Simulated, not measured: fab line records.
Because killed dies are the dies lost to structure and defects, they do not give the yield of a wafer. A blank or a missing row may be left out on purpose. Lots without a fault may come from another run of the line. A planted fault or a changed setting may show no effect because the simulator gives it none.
fab line records -- flow n5Finfet
record lots=6, wafers=16, lastDay=19
route steps=1938 shown BEOL_M7@1317
lots untouched by any fault: they come from a run of this same line in which no faults occurred
startH: hours from the record's opening day to when the first of the lot's shown wafers began -- waitH: hours elapsed since this lot's preceding step -- " repeats the value in the row above -- L1.1+2: several wafers, shown together as one row -- - either no value or no given start -- * or withheld: withheld -- < > ~ a bound
route shown NAME@n: names a module that has steps shown in the file, with the first one's number in the route -- usual: average and standard deviation across the fault-free wafers -- same: alike in all rows -- chamber/n: place in a boat -- sites: per-site readings -- _std_site: the values' standard deviation -- _edge_site: the outer-site mean with the inner-site mean subtracted -- radiusMm: for every site, how far away it sits from the centre of the wafer -- mask NAME#n: copy n -- behind: the most recent tool/chamber to have shaped the wafer -- hold: why the lot went on hold/how many hours it stayed there/how the hold came to an end -- device: whichever transistor did not switch (one of n, p or np) -- end of line: at the end of the route, the tests of the same wafers -- a step with no rows: only its recipe -- killed: not the wafer's yield, but the dies lost to structure and defects at the first sort -- map: the dies of a wafer, with x for killed, . for not killed, _ for no die there
set.NAME: the run value of the setting; set.NAME@STEP: its run value at that earlier step -- model.NAME: the simulator's own value behind a step, which no gauge read
lots at selected steps of the route; one table per step, one row per wafer
services: when a tool's chamber went out of use (startH, in hours from the record's first day, below 0 if earlier), for how many hours, and the reason
## steps
# step N5_BEOL_M7_CURE_75
# recipe tempC=370, timeS=120, ambient=DMADMS/He, material=SiCOH_lowk
# usual lampPowerPct=52.31/0.053, wafer_temp_C_max=371.4/0.59
lot.wafer,tool,chamber,startH,waitH,lampPowerPct,wafer_temp_C_max
L414.2,uvCure-03,0,211.45,0.1,52.30,371.3
L414.4,uvCure-03,0,211.45,0.1,52.27,371.3
L414.6,uvCure-03,0,211.45,0.1,52.26,370.9
L419.2,uvCure-01,0,229.31,0.1,52.24,371.7
L419.4,uvCure-01,0,229.31,0.1,52.34,372.5
L419.6,uvCure-01,0,229.31,0.1,52.36,372.2
L425.1,uvCure-03,0,282.44,0.0,52.31,371.4
L425.5,uvCure-03,0,282.44,0.0,52.30,371.3
L425.6,uvCure-03,0,282.44,0.0,52.26,371.3
L426.1,uvCure-02,0,316.12,0.0,52.28,370.8
L426.5,uvCure-02,0,316.12,0.0,52.34,371.6
L426.6,uvCure-02,0,316.12,0.0,52.31,371.2
L432.3,uvCure-02,0,361.74,0.2,52.33,371.4
L432.5,uvCure-02,0,361.74,0.2,52.37,371.4
L431.2,uvCure-01,2,366.24,0.3,52.33,370.7
L431.5,uvCure-01,2,366.24,0.3,52.34,370.7
# step N5_BEOL_M7_DEGAS_44
# recipe ambient=vacuum, tempC=250, timeS=60
# usual heaterPowerW=355/38
lot.wafer,tool,chamber,startH,waitH,heaterPowerW
L414.2,pvdSputter-02,-,212.06,0.6,372
L414.4,pvdSputter-02,-,212.06,0.6,383
L414.6,pvdSputter-02,-,212.06,0.6,387
L419.2,pvdSputter-01,-,231.59,2.2,343
L419.4,pvdSputter-01,-,231.59,2.2,391
L419.6,pvdSputter-01,-,231.59,2.2,347
L425.1,pvdSputter-02,-,283.02,0.5,365
L425.5,pvdSputter-02,-,283.02,0.5,364
L425.6,pvdSputter-02,-,283.02,0.5,409
L426.1,pvdSputter-01,-,316.75,0.5,315
L426.5,pvdSputter-01,-,316.75,0.5,314
L426.6,pvdSputter-01,-,316.75,0.5,311
L432.3,pvdSputter-02,-,362.52,0.7,411
L432.5,pvdSputter-02,-,362.52,0.7,387
L431.2,pvdSputter-03,-,366.61,0.3,315
L431.5,pvdSputter-03,-,366.61,0.3,301
# step N5_BEOL_M7_PRE_CLEAN_45
# recipe gas=H2/He, timeS=30, tempC=250
# usual heaterPowerW=355/38
lot.wafer,tool,chamber,startH,waitH,heaterPowerW
L414.2,pvdSputter-02,-,212.10,0.0,362
L414.4,pvdSputter-02,-,212.10,0.0,384
L414.6,pvdSputter-02,-,212.10,0.0,381
L419.2,pvdSputter-01,-,231.63,0.0,349
L419.4,pvdSputter-01,-,231.63,0.0,404
L419.6,pvdSputter-01,-,231.63,0.0,352
L425.1,pvdSputter-02,-,283.06,0.0,370
L425.5,pvdSputter-02,-,283.06,0.0,364
L425.6,pvdSputter-02,-,283.06,0.0,413
L426.1,pvdSputter-01,-,316.79,0.0,321
L426.5,pvdSputter-01,-,316.79,0.0,323
L426.6,pvdSputter-01,-,316.79,0.0,305
L432.3,pvdSputter-02,-,362.56,0.0,410
L432.5,pvdSputter-02,-,362.56,0.0,381
L431.2,pvdSputter-03,-,366.65,0.0,320
L431.5,pvdSputter-03,-,366.65,0.0,304
# step N5_BEOL_M7_ALD_77
# recipe material=TaN, targetThkA=20, tempC=275, aldPrecursorFamily=PDMAT, aldCoReactant=NH3, pressureTorr=3, carrierFlowSccm=1500, pulseTimeS=2, purgeTimeS=3, coReactantPurgeTimeS=2, coReactantPulseTimeS=3, aldCycles=40, precursorVesselTempC=75, precursorVesselPressureTorr=26.25, precursorVesselCarrierSccm=1000
# step N5_BEOL_M7_SURFACE_TREAT_79
# recipe gas=Ar, timeS=*, ionEnergyEv=*, ionCurrentMaCm2=0.5, pressureMtorr=*, arFlowSccm=30
# usual throttleValvePct=*
lot.wafer,tool,chamber,startH,waitH,throttleValvePct
L414.2,pvdSputter-01,-,212.76,0.4,*
L414.4,pvdSputter-01,-,212.76,0.4,*
L414.6,pvdSputter-01,-,212.76,0.4,*
L419.2,pvdSputter-03,-,232.02,0.2,*
L419.4,pvdSputter-03,-,232.02,0.2,*
L419.6,pvdSputter-03,-,232.02,0.2,*
L425.1,pvdSputter-03,-,283.70,0.4,*
L425.5,pvdSputter-03,-,283.70,0.4,*
L425.6,pvdSputter-03,-,283.70,0.4,*
L426.1,pvdSputter-02,-,318.31,1.2,*
L426.5,pvdSputter-02,-,318.31,1.2,*
L426.6,pvdSputter-02,-,318.31,1.2,*
L432.3,pvdSputter-02,-,362.98,0.2,*
L432.5,pvdSputter-02,-,362.98,0.2,*
L431.2,pvdSputter-01,-,367.13,0.3,*
L431.5,pvdSputter-01,-,367.13,0.3,*
# step N5_BEOL_M7_CVD_78
# recipe material=Co, targetThkA=20, tempC=withheld, precursor=CCTBA/H2, pressureTorr=30, timeS=142.3
# step N5_BEOL_M7_SPUTTER_48
# recipe material=Cu, targetThkA=100, tempC=-20, biasV=60, powerW=26000, chamberPressurePa=0.13, timeS=1.667
# usual throttleValvePct=29.8/1.2
lot.wafer,tool,chamber,startH,waitH,throttleValvePct
L414.2,pvdSputter-02,-,214.60,1.5,30.5
L414.4,pvdSputter-02,-,214.60,1.5,30.2
L414.6,pvdSputter-02,-,214.60,1.5,30.2
L419.2,pvdSputter-01,-,232.25,0.1,30.0
L419.4,pvdSputter-01,-,232.25,0.1,28.3
L419.6,pvdSputter-01,-,232.25,0.1,30.4
L425.1,pvdSputter-03,-,283.92,0.1,29.0
L425.5,pvdSputter-03,-,283.92,0.1,31.2
L425.6,pvdSputter-03,-,283.92,0.1,32.1
L426.1,pvdSputter-01,-,319.19,0.5,30.0
L426.5,pvdSputter-01,-,319.19,0.5,28.2
L426.6,pvdSputter-01,-,319.19,0.5,30.1
L432.3,pvdSputter-01,-,363.47,0.2,28.6
L432.5,pvdSputter-01,-,363.47,0.2,30.5
L431.2,pvdSputter-03,-,367.34,0.1,32.5
L431.5,pvdSputter-03,-,367.34,0.1,28.8
# step N5_BEOL_M7_ECD_50
# recipe material=Cu, targetThkA=3000
# step N5_BEOL_M7_ANNEAL_51
# recipe tempC=225, timeS=90, ambient=N2
# step N5_BEOL_M7_CMP_52
# recipe stopOn=SiCOH_lowk, tOverpolishS=6.9, downForcePsi=1, platenRpm=50, clearingPlatenDownForcePsi=1.5, clearingPlatenRpm=50, postCmpClean=cuAlkaline, targetThkNm=80, clearingPlatenPadVelocityMS=0.99484, padVelocityMS=0.99484
# step N5_BEOL_M7_THK_MEAS_53
# recipe thkMeasGauge=xrf, reads=Cu_of_BEOL_M7_ECD_50
# usual M7_THK=78.8/1.5
lot.wafer,tool,chamber,startH,waitH,M7_THK[nm]
L414.2,filmMetro-02,-,215.54,-,77.6
L414.4,filmMetro-02,-,215.54,-,77.6
L414.6,filmMetro-02,-,215.54,-,78.2
L419.2,filmMetro-01,-,233.17,-,79.5
L419.4,filmMetro-01,-,233.17,-,79.0
L419.6,filmMetro-01,-,233.17,-,76.2
L425.1,filmMetro-01,-,285.09,-,80.5
L425.5,filmMetro-01,-,285.09,-,78.4
L425.6,filmMetro-01,-,285.09,-,78.0
L426.1,filmMetro-02,-,319.99,-,80.5
L426.5,filmMetro-02,-,319.99,-,78.0
L426.6,filmMetro-02,-,319.99,-,78.3
L432.3,filmMetro-01,-,364.69,-,79.3
L432.5,filmMetro-01,-,364.69,-,82.1
L431.2,filmMetro-01,-,368.54,-,80.1
L431.5,filmMetro-01,-,368.54,-,76.5
# step N5_BEOL_M7_PRE_CLEAN_55
# recipe gas=NH3, timeS=15, tempC=withheld, rfPowerW=300
# step N5_BEOL_M7_DEP_56
# recipe material=SiCN, targetThkA=100, tempC=withheld, precursor=3MS/NH3, pressureTorr=3, rfW=202, timeS=17.5
# usual showerheadPlenumPTorr=3.666/0.015, throttleValvePct=9.1/0.62
lot.wafer,tool,chamber,startH,waitH,showerheadPlenumPTorr,sinceWetCleanH,throttleValvePct,model.SiCN_of_BEOL_M7_DEP_56.thkNm
L414.2,pecvd-01,1,215.61,0.0,3.682,1463,10.0,10
L414.4,pecvd-01,1,215.61,0.0,3.686,-,10.0,10.2
L414.6,pecvd-01,0,215.61,0.0,3.675,-,8.8,10
L419.2,pecvd-01,2,233.23,0.0,3.677,2,8.5,10.2
L419.4,pecvd-01,2,233.23,0.0,3.677,-,8.6,10.2
L419.6,pecvd-01,0,233.23,0.0,3.689,-,8.7,10.2
L425.1,pecvd-04,0,285.15,0.0,3.671,989,9.9,9.6
L425.5,pecvd-04,1,285.15,0.0,3.666,-,8.9,9.8
L425.6,pecvd-04,2,285.15,0.0,3.646,-,8.6,10
L426.1,pecvd-01,2,320.05,0.0,3.662,89,8.5,10
L426.5,pecvd-01,0,320.05,0.0,3.681,-,8.6,10
L426.6,pecvd-01,2,320.05,0.0,3.672,-,8.6,10.2
L432.3,pecvd-04,0,364.75,0.0,3.668,1069,9.9,8.2
L432.5,pecvd-04,0,364.75,0.0,3.671,-,10.1,10
L431.2,pecvd-04,1,368.60,0.0,3.663,1797,8.8,8
L431.5,pecvd-04,1,368.60,0.0,3.661,-,8.5,10
# step N5_BEOL_M7_RS_MEAS_57
# recipe thkMeasGauge=four-point-probe, reads=Cu_of_BEOL_M7_ECD_50+Co_of_BEOL_M7_CVD_78+TaN_of_BEOL_M7_ALD_77
# usual M7_RS=0.287/0.0061
lot.wafer,tool,chamber,startH,waitH,M7_RS[ohm/sq]
L414.2,filmMetro-01,-,215.70,0.1,0.292
L414.4,filmMetro-01,-,215.70,0.1,0.291
L414.6,filmMetro-01,-,215.70,0.1,0.290
L419.2,filmMetro-01,-,233.30,0.1,0.283
L419.4,filmMetro-01,-,233.30,0.1,0.284
L419.6,filmMetro-01,-,233.30,0.1,0.298
L425.1,filmMetro-01,-,285.22,0.1,0.283
L425.5,filmMetro-01,-,285.22,0.1,0.289
L425.6,filmMetro-01,-,285.22,0.1,0.293
L426.1,filmMetro-01,-,320.12,0.1,0.278
L426.5,filmMetro-01,-,320.12,0.1,0.287
L426.6,filmMetro-01,-,320.12,0.1,0.287
L432.3,filmMetro-02,-,364.82,0.1,0.288
L432.5,filmMetro-02,-,364.82,0.1,0.277
L431.2,filmMetro-02,-,368.67,0.1,0.281
L431.5,filmMetro-02,-,368.67,0.1,0.295
## services
tool,chamber,startH,hours,kind
pecvd-01,2,202.41,-,clean
pecvd-01,2,202.41,-,consumableReplace:showerhead
pecvd-01,2,202.41,29.0,scheduledDown
pecvd-01,2,202.41,29.0,ventCycle
pecvd-01,1,202.65,2.1,scheduledDown
uvCure-02,-,231.71,22.2,pm
uvCure-03,-,234.91,7.5,pm
pvdSputter-02,-,265.13,12.8,repair
pecvd-04,1,266.50,2.1,scheduledDown
uvCure-01,-,273.85,6.0,pm
uvCure-01,-,279.85,1.0,pm
pecvd-01,2,291.81,5.0,repair
pecvd-04,2,293.08,5.5,scheduledDown
uvCure-01,-,294.23,7.5,pm
pecvd-01,-,303.96,1.5,repair
pecvd-04,1,317.96,5.0,scheduledDown
pecvd-04,2,338.37,2.1,scheduledDown
pvdSputter-03,-,361.72,2.7,repair
## key
firstSign none at tools or gauges
modelEffect step=N5_BEOL_M7_DEP_56, value=SiCN_of_BEOL_M7_DEP_56.thkNm, without=9.8, struck=8.1
metAt N5_BEOL_M7_DEP_56
struckWafers L431.2,L432.3
onsetBetween 285.15 364.75
fault kind=processParameterDrift, tool=pecvd-04, chamber=-, onsetH=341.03, steps=N5_BEOL_M7_DEP_56, channel=timeS, offset=*, shape=step, endH=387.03, scope=struckWafersOnly, actsIn=*, stated=*
